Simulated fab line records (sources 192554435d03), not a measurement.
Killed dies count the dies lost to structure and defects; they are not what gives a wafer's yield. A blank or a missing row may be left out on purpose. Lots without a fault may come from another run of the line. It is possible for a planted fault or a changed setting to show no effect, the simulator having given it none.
Chamber matching / flow n5_finfet / 4 sister chambers for N5_BEOL_M3_VIA_ETCH_34 on rie_diel-04
The step etches the open film in C4F6/O2, target depth 69.4 nm, time 65.9 s. 4 wafers are shown with their chamber, then 11 later ones without.

WAFERS, EACH WITH ITS CHAMBER
wafer=L084.4; chamber=0; showerhead_plenum_p_Torr (Torr)=2.95
wafer=L086.2; chamber=3; showerhead_plenum_p_Torr (Torr)=2.69
wafer=L086.3; chamber=1; showerhead_plenum_p_Torr (Torr)=2.91
wafer=L088.1; chamber=2; showerhead_plenum_p_Torr (Torr)=2.80

WAFERS MISSING THEIR CHAMBER
wafer=L088.4; showerhead_plenum_p_Torr (Torr)=2.91
wafer=L088.6; showerhead_plenum_p_Torr (Torr)=2.95
wafer=L089.2; showerhead_plenum_p_Torr (Torr)=2.69
wafer=L089.3; showerhead_plenum_p_Torr (Torr)=2.91
wafer=L089.5; showerhead_plenum_p_Torr (Torr)=2.95
wafer=L092.2; showerhead_plenum_p_Torr (Torr)=2.95
wafer=L092.3; showerhead_plenum_p_Torr (Torr)=2.69
wafer=L092.5; showerhead_plenum_p_Torr (Torr)=2.91
wafer=L097.2; showerhead_plenum_p_Torr (Torr)=2.94
wafer=L097.3; showerhead_plenum_p_Torr (Torr)=2.79
wafer=L097.4; showerhead_plenum_p_Torr (Torr)=2.90

EACH ONE'S CHAMBER
wafer=L088.4; from the rows above=1; in truth=1
wafer=L088.6; from the rows above=0; in truth=0
wafer=L089.2; from the rows above=3; in truth=3
wafer=L089.3; from the rows above=1; in truth=1
wafer=L089.5; from the rows above=0; in truth=0
wafer=L092.2; from the rows above=0; in truth=0
wafer=L092.3; from the rows above=3; in truth=3
wafer=L092.5; from the rows above=1; in truth=1
wafer=L097.2; from the rows above=0; in truth=0
wafer=L097.3; from the rows above=2; in truth=2
wafer=L097.4; from the rows above=1; in truth=1
Correctly placed: 11 of 11. Left unplaced by these rows: 0. 0 placed wrongly.
How it was worked out, from the rows above alone: a wafer's distance from a chamber is the root of the sum, over the readings, of the square of ((its reading less the chamber's mean) divided by the reading's scatter). The wafer belongs to the nearest chamber; if the next one is less than 2 further off, it can't be placed. For every chamber, the mean is computed from those of its wafers that are shown. The scatter (one wafer shown for each chamber): square how far every hidden wafer sits from the nearest shown wafer, average those squares and take the square root.
